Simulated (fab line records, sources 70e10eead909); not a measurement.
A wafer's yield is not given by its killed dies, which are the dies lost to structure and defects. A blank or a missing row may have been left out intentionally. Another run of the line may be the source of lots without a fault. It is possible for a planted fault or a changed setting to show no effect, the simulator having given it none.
Matching of chambers	flow nand-harc	4 sister chambers for NHARC_A_STAIRCASE_ETCH_444 on rie-diel-04
The step etches the open film in C4F8/O2, target depth 20400 nm, time 6800 s. 20 wafers are shown with their chamber, then 10 later ones without.

== EACH WAFER AND ITS CHAMBER ==
wafer	chamber	rf-vpp-V (V)	oes-product-au (a.u.)
L074.3	3	805	0.935
L074.4	2	804	0.929
L074.6	3	804	0.927
L076.1	2	804	0.928
L076.4	1	810	0.919
L076.6	2	803	0.929
L077.1	0	800	0.914
L077.3	3	804	0.928
L077.5	1	810	0.923
L080.4	3	803	0.928
L080.3	2	803	0.929
L080.5	0	799	0.921
L083.1	2	803	0.935
L083.2	1	810	0.922
L083.6	0	800	0.924
L086.2	0	816	0.971
L086.4	3	803	0.965
L086.6	2	803	0.955
L089.2	2	805	0.949
L089.3	1	808	0.943

SIGNATURES (averages over the wafers above)
reading	chamber 0	chamber 1	chamber 2	chamber 3	scatter within a chamber
rf-vpp-V	803.75	809.50	803.57	803.80	3.63
oes-product-au	0.93250	0.92675	0.93629	0.93660	0.0162
Rule: a wafer lies at a distance from a chamber equal to the root of the sum of squares, over the readings, of (its reading less the chamber's mean, divided by the reading's scatter). If the next closest chamber is less than 2 further off than the closest, the wafer can't be placed; otherwise it belongs to the closest. The scatter is the square root of a quotient: the sum, over the shown wafers, of each reading's squared deviation from its chamber's mean, divided by wafers minus chambers.

== WAFERS WHOSE CHAMBER IS MISSING ==
wafer	rf-vpp-V (V)	oes-product-au (a.u.)
L089.4	815	0.935
L089.1	803	0.939
L089.5	802	0.956
L089.6	807	0.948
L092.1	816	0.920
L092.3	803	0.925
L092.6	805	0.925
L094.1	810	0.935
L094.2	802	0.924
L094.4	816	0.926

== EACH ONE'S CHAMBER ==
wafer	from the rows above	in truth
L089.4	can't be placed: 1 or 3 or 0 or 2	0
L089.1	can't be placed: 2 or 3 or 0 or 1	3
L089.5	can't be placed: 2 or 3 or 0 or 1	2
L089.6	can't be placed: 3 or 2 or 0 or 1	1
L092.1	can't be placed: 1 or 0 or 3 or 2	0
L092.3	can't be placed: 0 or 2 or 3 or 1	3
L092.6	can't be placed: 0 or 3 or 2 or 1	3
L094.1	can't be placed: 1 or 3 or 0 or 2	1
L094.2	can't be placed: 0 or 2 or 3 or 1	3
L094.4	can't be placed: 1 or 0 or 3 or 2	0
Placed correctly: 0 of 10. From these rows, 10 cannot be placed; in 10 the true chamber is one of the candidates. Wrongly placed: 0.
